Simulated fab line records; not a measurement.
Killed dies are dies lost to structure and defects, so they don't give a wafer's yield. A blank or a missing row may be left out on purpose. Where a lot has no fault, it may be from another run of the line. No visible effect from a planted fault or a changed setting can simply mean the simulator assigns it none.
Which tool was responsible? + flow nand-harc + 72 wafers from 24 lots sampled at 5 of the route's 1302 steps

WHAT THE GAUGES SHOWED, per wafer
NHARC_A_M0_CD_MEAS_09 targets a cd of 80 nm.
| lot  | measured     | on        | cd-nm (nm)     |
|------|--------------|-----------|----------------|
| L075 | day 23 00:46 | cd-sem-03 | 81.8 81.7 81.7 |
| L074 | day 23 08:13 | cd-sem-01 | 81.5 81.7 81.9 |
| L076 | day 23 15:26 | cd-sem-01 | 80.8 80.3 78.5 |
| L079 | day 23 21:53 | cd-sem-01 | 78.4 77.7 78.8 |
| L077 | day 24 00:10 | cd-sem-02 | 81.6 80.2 81.6 |
| L078 | day 24 05:56 | cd-sem-02 | 80.6 80.6 81.5 |
| L081 | day 25 07:12 | cd-sem-02 | 81.1 79.9 81.1 |
| L080 | day 25 08:59 | cd-sem-03 | 79.7 80.2 80.7 |
| L082 | day 25 23:28 | cd-sem-03 | 81.0 80.7 81.0 |
| L083 | day 26 12:06 | cd-sem-03 | 80.9 79.9 80.7 |
| L084 | day 26 15:33 | cd-sem-03 | 80.9 80.1 81.0 |
| L085 | day 27 02:16 | cd-sem-01 | 81.1 80.9 80.6 |
| L087 | day 27 15:34 | cd-sem-02 | 80.7 81.6 80.6 |
| L086 | day 27 18:20 | cd-sem-01 | 77.8 78.3 80.3 |
| L088 | day 28 12:01 | cd-sem-02 | 78.1 78.5 78.2 |
| L089 | day 28 20:44 | cd-sem-03 | 81.9 81.1 81.3 |
| L090 | day 29 15:22 | cd-sem-02 | 77.0 78.5 77.9 |
| L092 | day 29 20:47 | cd-sem-02 | 81.1 80.9 81.6 |
| L091 | day 29 23:40 | cd-sem-01 | 81.2 79.7 80.6 |
| L093 | day 30 16:53 | cd-sem-03 | 78.7 80.0 80.3 |
| L095 | day 30 22:29 | cd-sem-02 | 82.1 81.5 81.7 |
| L094 | day 30 23:56 | cd-sem-03 | 80.8 81.7 80.0 |
| L096 | day 31 02:31 | cd-sem-02 | 80.4 81.3 80.3 |
| L097 | day 31 15:41 | cd-sem-01 | 79.2 79.9 80.1 |

NHARC_A_M0_THK_MEAS_24: measures by xrf.
| lot  | measured     | on            | thk-nm (nm)       |
|------|--------------|---------------|-------------------|
| L075 | day 23 03:17 | film-metro-02 | 112.5 116.0 113.5 |
| L074 | day 23 10:45 | film-metro-01 | 114.4 112.3 117.1 |
| L076 | day 23 18:19 | film-metro-01 | 113.8 114.0 111.9 |
| L079 | day 24 00:41 | film-metro-02 | 113.1 115.6 115.4 |
| L077 | day 24 02:59 | film-metro-01 | 111.5 114.5 115.1 |
| L078 | day 24 08:29 | film-metro-02 | 113.3 112.4 114.9 |
| L081 | day 25 09:41 | film-metro-01 | 111.6 112.5 115.6 |
| L080 | day 25 11:29 | film-metro-02 | 112.7 112.9 114.7 |
| L082 | day 26 02:01 | film-metro-02 | 116.7 111.6 113.9 |
| L083 | day 26 14:36 | film-metro-01 | 115.0 115.0 116.1 |
| L084 | day 26 18:03 | film-metro-02 | 112.4 116.4 115.9 |
| L085 | day 27 04:48 | film-metro-02 | 114.1 114.3 113.0 |
| L087 | day 27 18:04 | film-metro-01 | 116.7 115.4 117.1 |
| L086 | day 27 20:51 | film-metro-01 | 112.1 113.0 112.1 |
| L088 | day 28 14:33 | film-metro-02 | 112.1 117.0 117.0 |
| L089 | day 28 23:14 | film-metro-02 | 114.4 112.7 113.5 |
| L090 | day 29 17:53 | film-metro-02 | 113.2 112.2 114.9 |
| L092 | day 29 23:20 | film-metro-01 | 114.5 114.4 113.1 |
| L091 | day 30 02:09 | film-metro-02 | 118.4 116.7 116.7 |
| L093 | day 30 19:23 | film-metro-02 | 113.3 115.9 114.8 |
| L095 | day 31 00:59 | film-metro-01 | 112.7 114.6 118.6 |
| L094 | day 31 02:38 | film-metro-02 | 115.7 112.7 120.3 |
| L096 | day 31 05:00 | film-metro-01 | 115.7 116.1 116.9 |
| L097 | day 31 18:11 | film-metro-02 | 114.0 114.9 114.5 |

WHAT TOOL EACH LOT RAN ON (gives the tool, then ch and the chambers of the sampled wafers, and finally the start)
| lot  | NHARC_A_BLC_CMP_25            | NHARC_A_M0_ETCH_34                 | NHARC_A_M0_ANNEAL_30             |
|------|-------------------------------|------------------------------------|----------------------------------|
| L075 | cmp-03 ch 0,1,3, day 22 23:32 | rie-diel-13 ch 2,3, day 23 01:02   | rtp-anneal-02 ch 0, day 23 02:40 |
| L074 | cmp-02 ch 0,1,3, day 23 06:54 | rie-diel-12 ch 0,2,3, day 23 08:29 | rtp-anneal-01 ch 0, day 23 10:09 |
| L076 | cmp-01 ch 0,2,3, day 23 14:17 | rie-diel-12 ch 1,3, day 23 15:43   | rtp-anneal-02 ch 0, day 23 17:26 |
| L079 | cmp-03 ch 2,3, day 23 20:36   | rie-diel-13 ch 0,2, day 23 22:09   | rtp-anneal-02 ch 0, day 23 23:43 |
| L077 | cmp-02 ch 1,2,3, day 23 22:53 | rie-diel-03 ch 0,2,3, day 24 00:26 | rtp-anneal-02 ch 0, day 24 02:07 |
| L078 | cmp-01 ch 0,1,3, day 24 04:38 | rie-diel-03 ch 0,2,3, day 24 06:12 | rtp-anneal-02 ch 0, day 24 07:56 |
| L081 | cmp-03 ch 0,1,3, day 25 05:54 | rie-diel-13 ch 2,3, day 25 07:28   | rtp-anneal-02 ch 0, day 25 09:02 |
| L080 | cmp-03 ch 1,2, day 25 07:41   | rie-diel-12 ch 1,2,3, day 25 09:16 | rtp-anneal-02 ch 0, day 25 10:53 |
| L082 | cmp-01 ch 0,2, day 25 22:11   | rie-diel-03 ch 2,3, day 25 23:44   | rtp-anneal-01 ch 0, day 26 01:24 |
| L083 | cmp-03 ch 0,1,3, day 26 10:50 | rie-diel-03 ch 0,1,3, day 26 12:22 | rtp-anneal-01 ch 0, day 26 13:57 |
| L084 | cmp-03 ch 1,2,3, day 26 14:16 | rie-diel-03 ch 0,1,3, day 26 15:49 | rtp-anneal-01 ch 0, day 26 17:23 |
| L085 | cmp-01 ch 0,2,3, day 27 01:10 | rie-diel-13 ch 0,1,2, day 27 02:33 | rtp-anneal-01 ch 0, day 27 04:14 |
| L087 | cmp-01 ch 0,3, day 27 14:08   | rie-diel-13 ch 0,1, day 27 15:50   | rtp-anneal-02 ch 0, day 27 17:25 |
| L086 | cmp-02 ch 0,1,2, day 27 17:11 | rie-diel-13 ch 0,1,2, day 27 18:37 | rtp-anneal-01 ch 0, day 27 20:11 |
| L088 | cmp-03 ch 1,3, day 28 10:51   | rie-diel-13 ch 0,3, day 28 12:17   | rtp-anneal-01 ch 0, day 28 13:53 |
| L089 | cmp-01 ch 0,1,2, day 28 19:28 | rie-diel-13 ch 0,3, day 28 20:59   | rtp-anneal-01 ch 0, day 28 22:43 |
| L090 | cmp-01 ch 1,3, day 29 14:05   | rie-diel-13 ch 0,2,3, day 29 15:38 | rtp-anneal-02 ch 0, day 29 17:19 |
| L092 | cmp-02 ch 0,1,2, day 29 19:31 | rie-diel-12 ch 0,1,2, day 29 21:05 | rtp-anneal-01 ch 0, day 29 22:41 |
| L091 | cmp-01 ch 0,1,3, day 29 22:29 | rie-diel-13 ch 1,2, day 29 23:55   | rtp-anneal-01 ch 0, day 30 01:35 |
| L093 | cmp-03 ch 1,3, day 30 15:36   | rie-diel-12 ch 1,2,3, day 30 17:10 | rtp-anneal-01 ch 0, day 30 18:47 |
| L095 | cmp-03 ch 1,2,3, day 30 21:10 | rie-diel-13 ch 0,2, day 30 22:46   | rtp-anneal-01 ch 0, day 31 00:23 |
| L094 | cmp-01 ch 0,1,3, day 30 22:38 | rie-diel-03 ch 0,1,3, day 31 00:13 | rtp-anneal-01 ch 0, day 31 01:58 |
| L096 | cmp-01 ch 1,2, day 31 01:13   | rie-diel-13 ch 0,2,3, day 31 02:47 | rtp-anneal-01 ch 0, day 31 04:26 |
| L097 | cmp-03 ch 0,2,3, day 31 14:31 | rie-diel-13 ch 1,2,3, day 31 15:57 | rtp-anneal-01 ch 0, day 31 17:31 |
- NHARC_A_BLC_CMP_25: polishes, t overpolish 30 s, target thk 150 nm.
- NHARC_A_M0_ETCH_34: etches the open film in N2/H2, target depth 40 nm, overetch 12 nm, time 43.94 s.
- NHARC_A_M0_ANNEAL_30: time 90 s.

AS READ BY THE TOOLS THEMSELVES (means over the sampled wafers that have a number; for cases with no such wafer, the mark the record gives instead)
NHARC_A_BLC_CMP_25.
| lot  | tool   | motor-current-A (A) | overpolish-run-s (s) | time-to-endpoint-s (s) |
|------|--------|---------------------|----------------------|------------------------|
| L075 | cmp-03 | 12.7                | 29.998               | 30                     |
| L074 | cmp-02 | 12.6                | 29.996               | 33                     |
| L076 | cmp-01 | 11.1                | 29.998               | 34                     |
| L079 | cmp-03 | 13.1                | 30.002               | 36                     |
| L077 | cmp-02 | 12.7                | 30.000               | 32                     |
| L078 | cmp-01 | 12.5                | 29.998               | 33                     |
| L081 | cmp-03 | 12.5                | 29.997               | 26                     |
| L080 | cmp-03 | 13.5                | 29.995               | 35                     |
| L082 | cmp-01 | 10.7                | 30.003               | 33                     |
| L083 | cmp-03 | 12.7                | 30.002               | 24                     |
| L084 | cmp-03 | 12.8                | 29.997               | 28                     |
| L085 | cmp-01 | 11.5                | 30.002               | 32                     |
| L087 | cmp-01 | 11.9                | 30.007               | 35                     |
| L086 | cmp-02 | 12.8                | 29.998               | 29                     |
| L088 | cmp-03 | 12.2                | 30.000               | 30                     |
| L089 | cmp-01 | 11.4                | 30.003               | 28                     |
| L090 | cmp-01 | 13.8                | 30.006               | 31                     |
| L092 | cmp-02 | 12.6                | 29.994               | 29                     |
| L091 | cmp-01 | 12.5                | 30.005               | 33                     |
| L093 | cmp-03 | 12.2                | 30.008               | 30                     |
| L095 | cmp-03 | 13.1                | 30.005               | 32                     |
| L094 | cmp-01 | 12.4                | 29.998               | 34                     |
| L096 | cmp-01 | 11.9                | 30.001               | 34                     |
| L097 | cmp-03 | 12.6                | 30.005               | 30                     |

NHARC_A_M0_ETCH_34.
| lot  | tool        | drypump-motor-current-A (A) | oes-product-au (a.u.) | rf-vpp-V (V) | showerhead-plenum-p-Torr (Torr) | throttle-valve-pct (%) |
|------|-------------|-----------------------------|-----------------------|--------------|---------------------------------|------------------------|
| L075 | rie-diel-13 | 5.5                         | 1.013                 | 432.6        | 2.13                            | 14.173                 |
| L074 | rie-diel-12 | 5.8                         | 0.999                 | 430.4        | 2.03                            | 14.172                 |
| L076 | rie-diel-12 | 6.4                         | 1.006                 | 430.9        | 2.01                            | 14.173                 |
| L079 | rie-diel-13 | 5.3                         | 1.008                 | 429.3        | 1.99                            | 14.182                 |
| L077 | rie-diel-03 | 6.0                         | 0.998                 | 428.9        | 1.98                            | 14.170                 |
| L078 | rie-diel-03 | 6.0                         | 0.989                 | 428.6        | 1.98                            | 14.165                 |
| L081 | rie-diel-13 | 5.5                         | 0.992                 | 433.1        | 2.13                            | 14.169                 |
| L080 | rie-diel-12 | 5.9                         | 1.003                 | 429.8        | 2.00                            | 14.174                 |
| L082 | rie-diel-03 | 5.7                         | 0.993                 | 427.0        | 1.94                            | 14.184                 |
| L083 | rie-diel-03 | 6.1                         | 0.995                 | 431.0        | 2.04                            | 14.171                 |
| L084 | rie-diel-03 | 6.2                         | 1.002                 | 430.4        | 2.04                            | 14.172                 |
| L085 | rie-diel-13 | 5.6                         | 0.990                 | 431.6        | 2.08                            | 14.171                 |
| L087 | rie-diel-13 | 5.9                         | 0.996                 | 431.4        | 2.06                            | 14.167                 |
| L086 | rie-diel-13 | 5.6                         | 0.990                 | 430.8        | 2.08                            | 14.174                 |
| L088 | rie-diel-13 | 5.4                         | 1.010                 | 427.9        | 1.93                            | 14.180                 |
| L089 | rie-diel-13 | 5.6                         | 0.992                 | 428.5        | 1.96                            | 14.173                 |
| L090 | rie-diel-13 | 5.5                         | 0.991                 | 430.4        | 2.03                            | 14.170                 |
| L092 | rie-diel-12 | 5.6                         | 1.002                 | 429.5        | 2.02                            | 14.182                 |
| L091 | rie-diel-13 | 5.7                         | 0.995                 | 435.0        | 2.18                            | 14.179                 |
| L093 | rie-diel-12 | 5.9                         | 1.005                 | 429.6        | 2.00                            | 14.166                 |
| L095 | rie-diel-13 | 5.4                         | 0.986                 | 431.5        | 2.09                            | 14.168                 |
| L094 | rie-diel-03 | 6.1                         | 0.999                 | 430.5        | 2.04                            | 14.172                 |
| L096 | rie-diel-13 | 5.4                         | 0.999                 | 430.5        | 2.03                            | 14.172                 |
| L097 | rie-diel-13 | 5.8                         | 0.994                 | 432.2        | 2.11                            | 14.169                 |

NHARC_A_M0_ANNEAL_30.
| lot  | tool          | wafer_temp_C_max |
|------|---------------|------------------|
| L075 | rtp-anneal-02 | 226.4            |
| L074 | rtp-anneal-01 | 225.7            |
| L076 | rtp-anneal-02 | 226.3            |
| L079 | rtp-anneal-02 | 226.5            |
| L077 | rtp-anneal-02 | 226.1            |
| L078 | rtp-anneal-02 | 226.4            |
| L081 | rtp-anneal-02 | 226.2            |
| L080 | rtp-anneal-02 | 226.0            |
| L082 | rtp-anneal-01 | 225.8            |
| L083 | rtp-anneal-01 | 225.8            |
| L084 | rtp-anneal-01 | 226.0            |
| L085 | rtp-anneal-01 | 226.0            |
| L087 | rtp-anneal-02 | 226.3            |
| L086 | rtp-anneal-01 | 225.9            |
| L088 | rtp-anneal-01 | 225.8            |
| L089 | rtp-anneal-01 | 225.9            |
| L090 | rtp-anneal-02 | 226.6            |
| L092 | rtp-anneal-01 | 225.6            |
| L091 | rtp-anneal-01 | 226.1            |
| L093 | rtp-anneal-01 | 225.5            |
| L095 | rtp-anneal-01 | 225.9            |
| L094 | rtp-anneal-01 | 225.6            |
| L096 | rtp-anneal-01 | 225.9            |
| L097 | rtp-anneal-01 | 225.7            |

THE ANSWER, worked out from the rows above alone
Rule: usual is defined by the lots themselves. The widest of any qualifying gaps counts: lots, ordered by their means at a reading, are off when they make up no more than a third of the lots, leave a main group of 4 or more, and stand apart from it by 3 or more times the standard deviation of that group's means. Not used: any main group whose means are identical at the precision the tables above print for the reading. A lot without any number at a reading at which 4 lots or more have one is off too. The other lots that the step has rows for count as sound. The gauges are gone through in route order, then the tools' own readings, and for those a lot's mean is taken as printed above. The first step at which some lot is off is used, and at that step the reading that is off furthest; a lot without a number counts as furthest.
None of the lots is off at any reading shown; this tells nothing.

WHAT HAD BEEN PUT IN BY THE SIMULATOR
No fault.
